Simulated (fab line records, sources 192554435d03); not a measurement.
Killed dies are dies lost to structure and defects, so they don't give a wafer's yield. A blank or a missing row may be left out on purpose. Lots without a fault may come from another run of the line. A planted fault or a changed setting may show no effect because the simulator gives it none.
Which tool did it? | flow n5_finfet | 24 lots, 72 wafers sampled, at 6 steps of a route of 1938

WHAT THE GAUGES READ, wafer by wafer
N5_SD_EPI_N_EPI_MEAS_23.
lot  | measured    | on            | thk_nm (nm)
L074 | day 3 04:04 | film_metro-02 | 56.3 58.3 58.3
L075 | day 3 09:40 | film_metro-01 | 58.7 59.7 58.1
L076 | day 3 18:40 | film_metro-02 | 60.8 62.2 59.5
L077 | day 3 22:10 | film_metro-01 | 57.8 58.9 59.6
L078 | day 4 07:26 | film_metro-01 | 60.0 59.7 59.7
L079 | day 4 09:17 | film_metro-01 | 57.2 58.3 58.9
L080 | day 4 19:40 | film_metro-01 | 59.3 58.9 59.4
L081 | day 5 02:49 | film_metro-01 | 60.1 60.6 59.0
L082 | day 5 10:43 | film_metro-01 | 58.8 60.1 56.9
L083 | day 5 14:13 | film_metro-01 | 58.9 57.5 59.4
L084 | day 5 23:43 | film_metro-01 | 60.9 58.6 60.5
L085 | day 6 09:15 | film_metro-02 | 61.2 59.3 59.6
L086 | day 6 12:55 | film_metro-02 | 58.5 57.5 59.0
L087 | day 6 17:01 | film_metro-02 | 60.1 59.3 58.7
L088 | day 6 18:34 | film_metro-01 | 61.2 61.0 61.5
L089 | day 7 01:17 | film_metro-01 | 57.3 60.2 58.2
L090 | day 7 04:40 | film_metro-01 | 56.4 59.0 58.1
L091 | day 7 13:13 | film_metro-02 | 60.0 60.5 60.0
L092 | day 7 15:35 | film_metro-02 | 61.2 58.7 59.6
L093 | day 7 23:22 | film_metro-02 | 58.8 59.5 58.2
L094 | day 8 08:34 | film_metro-01 | 57.6 59.4 59.7
L095 | day 8 12:44 | film_metro-02 | 61.9 60.7 59.5
L096 | day 8 18:31 | film_metro-02 | 60.4 59.2 58.9
L097 | day 8 22:38 | film_metro-02 | 59.5 61.1 61.0

N5_SD_EPI_P_OVL_MEAS_10.
lot  | measured    | on         | SD_P_BLK_OVL (nm)
L074 | day 3 05:04 | overlay-02 | -0.2 -0.1 -0.4
L075 | day 3 10:43 | overlay-02 | -1.2 -1.0 0.3
L076 | day 3 19:38 | overlay-02 | 0.0 0.0 -1.3
L077 | day 3 23:09 | overlay-02 | 1.8 0.6 0.8
L078 | day 4 08:25 | overlay-01 | 0.1 -0.3 0.7
L079 | day 4 10:39 | overlay-01 | 0.6 0.5 -1.5
L080 | day 4 21:30 | overlay-01 | 0.1 -0.4 -0.8
L081 | day 5 04:01 | overlay-01 | -1.8 -1.7 0.3
L082 | day 5 11:49 | overlay-01 | -1.1 -1.0 -0.5
L083 | day 5 15:31 | overlay-02 | -0.3 -0.9 -0.3
L084 | day 6 00:40 | overlay-01 | 0.8 0.1 0.6
L085 | day 6 10:14 | overlay-01 | 0.7 1.1 0.0
L086 | day 6 13:54 | overlay-02 | 1.0 0.5 -0.2
L087 | day 6 17:56 | overlay-01 | -0.4 -0.6 0.5
L088 | day 6 19:53 | overlay-02 | 0.0 0.4 -0.9
L089 | day 7 02:33 | overlay-02 | -0.4 -1.4 -1.5
L090 | day 7 06:32 | overlay-02 | 0.1 -0.5 0.4
L091 | day 7 14:53 | overlay-01 | -0.2 0.2 -0.7
L092 | day 7 16:37 | overlay-02 | -1.8 -1.3 -0.3
L093 | day 8 00:29 | overlay-02 | 0.4 0.0 -0.6
L094 | day 8 09:33 | overlay-02 | 0.4 -1.2 -1.5
L095 | day 8 15:12 | overlay-01 | 1.0 0.1 0.6
L096 | day 8 19:46 | overlay-02 | -1.7 -0.2 0.0
L097 | day 8 23:38 | overlay-02 | -0.2 -0.7 -0.4

N5_DUMMY_REMOVAL_INSPECT_06: inspects for defects (brightfield).
lot  | measured    | on                | raw_defect_count
L074 | day 3 21:25 | defect_inspect-02 | 7 19 10
L075 | day 4 02:35 | defect_inspect-02 | 29 14 7
L076 | day 4 11:48 | defect_inspect-01 | 16 10 22
L077 | day 4 15:55 | defect_inspect-01 | 13 19 17
L078 | day 5 02:14 | defect_inspect-01 | 6 10 14
L079 | day 5 06:01 | defect_inspect-02 | 10 15 10
L080 | day 5 15:31 | defect_inspect-02 | 12 12 11
L081 | day 5 19:52 | defect_inspect-02 | 7 11 12
L082 | day 6 04:55 | defect_inspect-01 | 8 10 7
L083 | day 6 07:05 | defect_inspect-01 | 9 7 14
L084 | day 6 17:16 | defect_inspect-01 | 12 11 7
L085 | day 7 02:10 | defect_inspect-01 | 3 7 6
L086 | day 7 06:19 | defect_inspect-01 | 8 6 8
L087 | day 7 11:43 | defect_inspect-01 | 20 9 8
L088 | day 7 13:40 | defect_inspect-02 | 10 8 3
L089 | day 7 19:22 | defect_inspect-01 | 13 6 9
L090 | day 8 00:11 | defect_inspect-02 | 7 6 25
L091 | day 8 06:50 | defect_inspect-01 | 11 26 13
L092 | day 8 08:36 | defect_inspect-01 | 15 11 7
L093 | day 8 18:53 | defect_inspect-01 | 15 14 13
L094 | day 9 02:26 | defect_inspect-02 | 8 13 15
L095 | day 9 07:25 | defect_inspect-02 | 14 7 8
L096 | day 9 14:09 | defect_inspect-02 | 13 7 14
L097 | day 9 15:07 | defect_inspect-01 | 5 7 10

WHICH TOOL RAN EACH LOT (tool, then ch and the chambers of the sampled wafers, then the start)
lot  | N5_SDB_HM_DEP_00               | N5_SDB_HM_OPEN_20                 | N5_SDB_CUT_ETCH_26
L074 | pecvd-04 ch 0,1,2, day 3 16:27 | rie_diel-01 ch 0,1,3, day 3 17:14 | rie_si-04 ch 0,2,3, day 3 17:37
L075 | pecvd-01 ch 1,2, day 3 22:01   | rie_diel-03 ch 2,3, day 3 22:39   | rie_si-04 ch 1,3, day 3 23:02
L076 | pecvd-04 ch 0,2, day 4 07:10   | rie_diel-03 ch 1,2,3, day 4 07:56 | rie_si-05 ch 0,3, day 4 08:20
L077 | pecvd-04 ch 0,2, day 4 11:15   | rie_diel-01 ch 0,1, day 4 12:04   | rie_si-06 ch 0,3, day 4 12:27
L078 | pecvd-01 ch 0,1,2, day 4 21:04 | rie_diel-05 ch 0,1,2, day 4 21:41 | rie_si-06 ch 0,3, day 4 22:27
L079 | pecvd-01 ch 0,1, day 4 22:04   | rie_diel-01 ch 0,1,3, day 4 22:50 | rie_si-06 ch 0,2, day 4 23:13
L080 | pecvd-02 ch 0,1,2, day 5 09:21 | rie_diel-03 ch 1,3, day 5 10:31   | rie_si-05 ch 0,1,2, day 5 11:50
L081 | pecvd-04 ch 1,2, day 5 15:11   | rie_diel-05 ch 0,3, day 5 15:50   | rie_si-06 ch 1,2,3, day 5 16:13
L082 | pecvd-02 ch 0,1, day 6 00:17   | rie_diel-03 ch 0,3, day 6 01:03   | rie_si-06 ch 0,2,3, day 6 01:26
L083 | pecvd-01 ch 0,1,2, day 6 02:28 | rie_diel-01 ch 0,1,3, day 6 03:14 | rie_si-05 ch 0,1,2, day 6 03:37
L084 | pecvd-02 ch 1,2, day 6 12:07   | rie_diel-03 ch 0,1, day 6 12:53   | rie_si-05 ch 0,3, day 6 13:48
L085 | pecvd-01 ch 1,2, day 6 21:26   | rie_diel-05 ch 1,2,3, day 6 22:14 | rie_si-04 ch 1,3, day 6 22:39
L086 | pecvd-02 ch 0,1,2, day 7 01:18 | rie_diel-01 ch 0,1,2, day 7 02:11 | rie_si-04 ch 0,1,2, day 7 02:34
L087 | pecvd-04 ch 0,1, day 7 06:22   | rie_diel-01 ch 0,1,2, day 7 07:19 | rie_si-05 ch 0,1,2, day 7 07:43
L088 | pecvd-02 ch 0,1,2, day 7 08:04 | rie_diel-03 ch 0,2,3, day 7 08:49 | rie_si-06 ch 1,2, day 7 09:16
L089 | pecvd-01 ch 0,1,2, day 7 14:26 | rie_diel-05 ch 1,3, day 7 15:12   | rie_si-06 ch 0,1,2, day 7 15:49
L090 | pecvd-02 ch 0,1, day 7 19:26   | rie_diel-03 ch 0,2,3, day 7 20:12 | rie_si-04 ch 1,2, day 7 20:43
L091 | pecvd-01 ch 0,1,2, day 8 02:16 | rie_diel-05 ch 0,1,2, day 8 02:54 | rie_si-05 ch 0,1,3, day 8 03:20
L092 | pecvd-04 ch 0,1,2, day 8 03:38 | rie_diel-05 ch 0,1, day 8 04:17   | rie_si-04 ch 0,1,2, day 8 05:05
L093 | pecvd-01 ch 0,1, day 8 13:22   | rie_diel-03 ch 0,2,3, day 8 14:19 | rie_si-05 ch 0,2,3, day 8 15:02
L094 | pecvd-04 ch 0,1,2, day 8 21:49 | rie_diel-01 ch 1,2, day 8 22:35   | rie_si-05 ch 0,2, day 8 22:58
L095 | pecvd-01 ch 0,1, day 9 02:26   | rie_diel-01 ch 0,1,2, day 9 03:32 | rie_si-04 ch 2,3, day 9 03:55
L096 | pecvd-01 ch 0,1,2, day 9 07:44 | rie_diel-03 ch 2,3, day 9 09:31   | rie_si-05 ch 1,2, day 9 10:19
L097 | pecvd-02 ch 0,1,2, day 9 10:30 | rie_diel-01 ch 1,2,3, day 9 11:14 | rie_si-06 ch 1,2,3, day 9 11:38
- N5_SDB_HM_DEP_00: deposits SiNx from SiH4/NH3/N2, target thk 40 nm, time 35.3 s.
- N5_SDB_HM_OPEN_20: chemistry CH3F/O2, target SiNx, stops on poly-Si, target depth 24 nm.
- N5_SDB_CUT_ETCH_26: etches Si in HBr/Cl2/O2, target depth 129.6 nm, bt time 20 s, time 51.8 s.

WHAT THE TOOLS THEMSELVES READ (means of the sampled wafers that have a number; where no wafer has one, the mark that the record gives instead)
N5_SDB_HM_DEP_00.
lot  | tool     | heater_power_w (W) | showerhead_plenum_p_Torr (Torr) | throttle_valve_pct (%)
L074 | pecvd-04 | 749                | 5.19                            | 40.6
L075 | pecvd-01 | 785                | 5.07                            | 39.1
L076 | pecvd-04 | 729                | 5.20                            | 39.4
L077 | pecvd-04 | 777                | 5.22                            | 39.7
L078 | pecvd-01 | 764                | 5.08                            | 39.9
L079 | pecvd-01 | 745                | 5.08                            | 41.0
L080 | pecvd-02 | 977                | 5.09                            | 38.6
L081 | pecvd-04 | 797                | 5.22                            | 41.1
L082 | pecvd-02 | 917                | 5.08                            | 38.4
L083 | pecvd-01 | 840                | 5.08                            | 40.0
L084 | pecvd-02 | 938                | 5.12                            | 37.0
L085 | pecvd-01 | 878                | 5.18                            | 40.6
L086 | pecvd-02 | 872                | 5.08                            | 38.6
L087 | pecvd-04 | 845                | 5.14                            | 41.8
L088 | pecvd-02 | 975                | 5.09                            | 38.6
L089 | pecvd-01 | 755                | 5.06                            | 40.3
L090 | pecvd-02 | 1003               | 5.07                            | 38.4
L091 | pecvd-01 | 794                | 5.08                            | 40.1
L092 | pecvd-04 | 806                | 5.18                            | 40.7
L093 | pecvd-01 | 795                | 5.18                            | 41.6
L094 | pecvd-04 | 799                | 5.19                            | 41.0
L095 | pecvd-01 | 826                | 5.08                            | 41.2
L096 | pecvd-01 | 825                | 5.07                            | 40.2
L097 | pecvd-02 | 980                | 5.08                            | 38.9

N5_SDB_HM_OPEN_20.
lot  | tool        | CH3F_flow_sccm (sccm) | drypump_motor_current_A (A) | oes_product_au (a.u.) | rf_vpp_V (V) | showerhead_plenum_p_Torr (Torr) | throttle_valve_pct (%)
L074 | rie_diel-01 | 30.04                 | 5.6                         | 0.64                  | 297.1        | 2.03                            | 16.10
L075 | rie_diel-03 | 29.89                 | 6.4                         | 0.65                  | 295.8        | 1.98                            | 16.32
L076 | rie_diel-03 | 30.01                 | 6.2                         | 0.64                  | 297.3        | 2.04                            | 16.24
L077 | rie_diel-01 | 29.90                 | 5.7                         | 0.59                  | 297.8        | 2.01                            | 16.17
L078 | rie_diel-05 | 30.02                 | 5.9                         | 0.59                  | 295.3        | 2.01                            | 16.41
L079 | rie_diel-01 | 29.97                 | 5.6                         | 0.63                  | 297.4        | 2.03                            | 16.11
L080 | rie_diel-03 | 29.93                 | 5.9                         | 0.66                  | 296.5        | 2.06                            | 16.05
L081 | rie_diel-05 | 30.00                 | 5.3                         | 0.61                  | 295.1        | 2.05                            | 16.43
L082 | rie_diel-03 | 30.09                 | 6.3                         | 0.74                  | 292.8        | 1.95                            | 16.15
L083 | rie_diel-01 | 29.97                 | 5.5                         | 0.62                  | 297.2        | 2.03                            | 16.13
L084 | rie_diel-03 | 30.14                 | 6.1                         | 0.73                  | 293.4        | 2.01                            | 16.08
L085 | rie_diel-05 | 29.91                 | 6.0                         | 0.60                  | 293.4        | 1.99                            | 16.47
L086 | rie_diel-01 | 30.02                 | 5.7                         | 0.62                  | 298.0        | 2.03                            | 16.17
L087 | rie_diel-01 | 30.10                 | 5.7                         | 0.61                  | 296.5        | 2.03                            | 16.18
L088 | rie_diel-03 | 30.01                 | 6.4                         | 0.66                  | 294.6        | 1.99                            | 16.34
L089 | rie_diel-05 | 30.02                 | 5.6                         | 0.61                  | 293.7        | 1.98                            | 16.47
L090 | rie_diel-03 | 29.93                 | 6.4                         | 0.66                  | 294.8        | 1.98                            | 16.34
L091 | rie_diel-05 | 30.08                 | 5.9                         | 0.58                  | 294.2        | 2.00                            | 16.46
L092 | rie_diel-05 | 30.09                 | 5.8                         | 0.58                  | 294.8        | 1.99                            | 16.45
L093 | rie_diel-03 | 29.97                 | 6.4                         | 0.65                  | 295.1        | 1.98                            | 16.35
L094 | rie_diel-01 | 29.94                 | 5.6                         | 0.64                  | 298.3        | 2.05                            | 16.16
L095 | rie_diel-01 | 30.05                 | 5.7                         | 0.68                  | 298.4        | 2.02                            | 16.03
L096 | rie_diel-03 | 30.11                 | 6.5                         | 0.61                  | 297.3        | 2.01                            | 16.52
L097 | rie_diel-01 | 30.03                 | 5.5                         | 0.65                  | 297.4        | 2.04                            | 16.14

N5_SDB_CUT_ETCH_26.
lot  | tool      | HBr_flow_sccm (sccm) | drypump_motor_current_A (A) | oes_product_au (a.u.) | throttle_valve_pct (%)
L074 | rie_si-04 | 149.9                | 5.7                         | 0.998                 | 37.06
L075 | rie_si-04 | 150.1                | 5.4                         | 1.005                 | 37.32
L076 | rie_si-05 | 150.3                | 5.6                         | 1.007                 | 37.36
L077 | rie_si-06 | 150.2                | 5.9                         | 0.983                 | 37.34
L078 | rie_si-06 | 149.8                | 6.2                         | 0.991                 | 37.00
L079 | rie_si-06 | 149.9                | 5.5                         | 0.990                 | 37.48
L080 | rie_si-05 | 150.2                | 5.8                         | 1.010                 | 37.55
L081 | rie_si-06 | 149.8                | 5.9                         | 1.004                 | 36.98
L082 | rie_si-06 | 150.4                | 5.7                         | 0.992                 | 37.15
L083 | rie_si-05 | 150.1                | 5.7                         | 1.011                 | 37.55
L084 | rie_si-05 | 150.6                | 5.6                         | 1.008                 | 37.37
L085 | rie_si-04 | 150.5                | 5.4                         | 1.003                 | 37.32
L086 | rie_si-04 | 149.8                | 5.5                         | 0.999                 | 37.26
L087 | rie_si-05 | 149.8                | 5.7                         | 1.010                 | 37.54
L088 | rie_si-06 | 149.7                | 5.5                         | 1.016                 | 37.11
L089 | rie_si-06 | 150.1                | 5.7                         | 1.004                 | 37.29
L090 | rie_si-04 | 149.9                | 5.4                         | 0.994                 | 37.43
L091 | rie_si-05 | 150.4                | 5.7                         | 1.016                 | 37.44
L092 | rie_si-04 | 150.6                | 5.5                         | 1.000                 | 37.26
L093 | rie_si-05 | 150.1                | 5.6                         | 1.005                 | 37.47
L094 | rie_si-05 | 150.0                | 5.5                         | 1.000                 | 37.57
L095 | rie_si-04 | 149.8                | 5.7                         | 0.983                 | 37.18
L096 | rie_si-05 | 150.0                | 5.5                         | 1.002                 | 37.49
L097 | rie_si-06 | 150.3                | 6.0                         | 1.011                 | 36.96

THE ANSWER, worked out from the rows above alone
Rule: what is usual is taken from the lots themselves. Put in order of their means at a reading, lots are off if they are a third of the lots or fewer, leave a main group of 4 or more, and stand apart from it by a gap of 3 or more times the standard deviation of the main group's means; of several such gaps the widest counts. A main group whose means are all the same, to the digits that the tables above print for the reading, isn't used. A lot without any number at a reading at which 4 lots or more have one is off too. The other lots that the step has rows for count as sound. The gauges are gone through in route order, then the tools' own readings, and for those a lot's mean is taken as printed above. The first step at which some lot is off is used, and at that step the reading that is off furthest; a lot without a number counts as furthest.
No lot is off at any reading shown: from this, nothing can be told.

WHAT THE SIMULATOR HAD PUT IN
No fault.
